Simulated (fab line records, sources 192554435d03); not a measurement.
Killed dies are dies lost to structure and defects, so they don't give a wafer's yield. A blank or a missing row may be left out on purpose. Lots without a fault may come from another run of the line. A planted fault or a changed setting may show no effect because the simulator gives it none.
Split-lot experiment | flow n5_finfet | 7 lots, 21 wafers read, on a route of 1938 steps

THE SPLIT
At N5_BEOL_M11_ILD_DEP_00 (deposits SiCOH lowk from DEMS/porogen, target thk 308.51 nm, time 58 s), the setting time_s was moved away from the recipe's 58 s on 6 of the 21 wafers read, by -13.9% to +13.7%. The other wafers ran this setting at the recipe's value.

FROM THE SPLIT TO THE READING: what the file shows between them, 1 step
- N5_BEOL_M11_CURE_71: cures SiCOH lowk, time 240 s

THE READING
M11_ILD_THK, in nm, at N5_BEOL_M11_THK_MEAS_01. Fault-free wafers of this fab line usually give 268 nm, standard deviation 3.4 nm.

wafer  | tool, chamber at the split | time_s as run, s | against the recipe | M11_ILD_THK, nm | against lot-mates on the recipe
L074.1 | pecvd-04, 0                | 58               | recipe             | 264             | -
L074.3 | pecvd-04, 2                | 58               | recipe             | 264             | -
L074.6 | pecvd-04, 2                | 52.92            | -8.8%              | 245             | -19
L075.1 | pecvd-02, 2                | 58               | recipe             | 261             | -
L075.2 | pecvd-02, 0                | 58               | recipe             | 263             | -
L075.5 | pecvd-02, 1                | 58               | recipe             | 267             | -
L077.1 | pecvd-01, 0                | 49.92            | -13.9%             | 229             | -40
L077.3 | pecvd-01, 1                | 58               | recipe             | 267             | -
L077.6 | pecvd-01, 0                | 58               | recipe             | 272             | -
L083.2 | pecvd-04, 2                | 58               | recipe             | 262             | -
L083.5 | pecvd-04, 1                | 63.75            | +9.9%              | 295             | +30
L083.6 | pecvd-04, 2                | 58               | recipe             | 267             | -
L088.1 | pecvd-04, 0                | 58               | recipe             | 266             | -
L088.4 | pecvd-04, 1                | 64.06            | +10.4%             | 298             | +32
L088.5 | pecvd-04, 2                | 64.06            | +10.4%             | 300             | +34
L090.3 | pecvd-01, 2                | 65.93            | +13.7%             | 305             | +37
L090.5 | pecvd-01, 1                | 58               | recipe             | 267             | -
L090.6 | pecvd-01, 2                | 58               | recipe             | 269             | -
L093.1 | pecvd-01, 1                | 58               | recipe             | 265             | -
L093.4 | pecvd-01, 0                | 58               | recipe             | 273             | -
L093.5 | pecvd-01, 1                | 58               | recipe             | 271             | -

THE FIT
A straight line over all 21 wafers: M11_ILD_THK changes by +2.82 nm for each +1% of time_s; r = +0.98; the points scatter about the line by 3.3 nm.
The same after taking each lot's own level away (the mean of its wafers on the recipe; 21 wafers): +2.86 nm for each +1%; r = +0.99; scatter 2.7 nm.
On that fit, the largest move of time_s shifts the reading by 40 nm.
The lots' own levels span 263.7 to 269.7 nm, that is 1.8 times the standard deviation above.
So the lot-to-lot level changes the slope little: the two slopes agree.
Check: with one of the wafers moved furthest among these (-13.9%) left out of the fit, the line predicts -38.7 nm for it against its lot-mates. It came out at -40.5 nm against them.

OTHER SPLITS ON THESE WAFERS
These wafers also went through other splits before the reading. Each is held against what the fit with the lots' levels taken away leaves over:
other split on the same wafers | wafers away from the commonest value | r with M11_ILD_THK (lot level and that fit taken away)
N5_BEOL_M8_ETCH_62 time_s      | 9                                    | -0.13

THE WHOLE CHAIN: every reading that the file lists as answering this split, in the file's order
step                    | what it does                                                           | reading                                                                                   | change (the file's fit)              | r (the file's)
N5_BEOL_M11_ILD_DEP_00  | deposits SiCOH lowk from DEMS/porogen, target thk 308.51 nm, time 58 s | SiCOH_lowk_of_BEOL_M11_ILD_DEP_00.thk_nm (the simulator's own value, which no gauge read) | +3.16 nm for each +1% of the setting | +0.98
N5_BEOL_M11_CURE_71     | cures SiCOH lowk, time 240 s                                           | SiCOH_lowk_of_BEOL_M11_ILD_DEP_00.thk_nm (the simulator's own value, which no gauge read) | +2.79 nm for each +1% of the setting | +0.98
N5_BEOL_M11_THK_MEAS_01 |                                                                        | M11_ILD_THK                                                                               | +2.8 for each +1% of the setting     | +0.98

THE FILE'S OWN FIT
M11_ILD_THK changes by +2.8 nm for each +1% of time_s, r = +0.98.
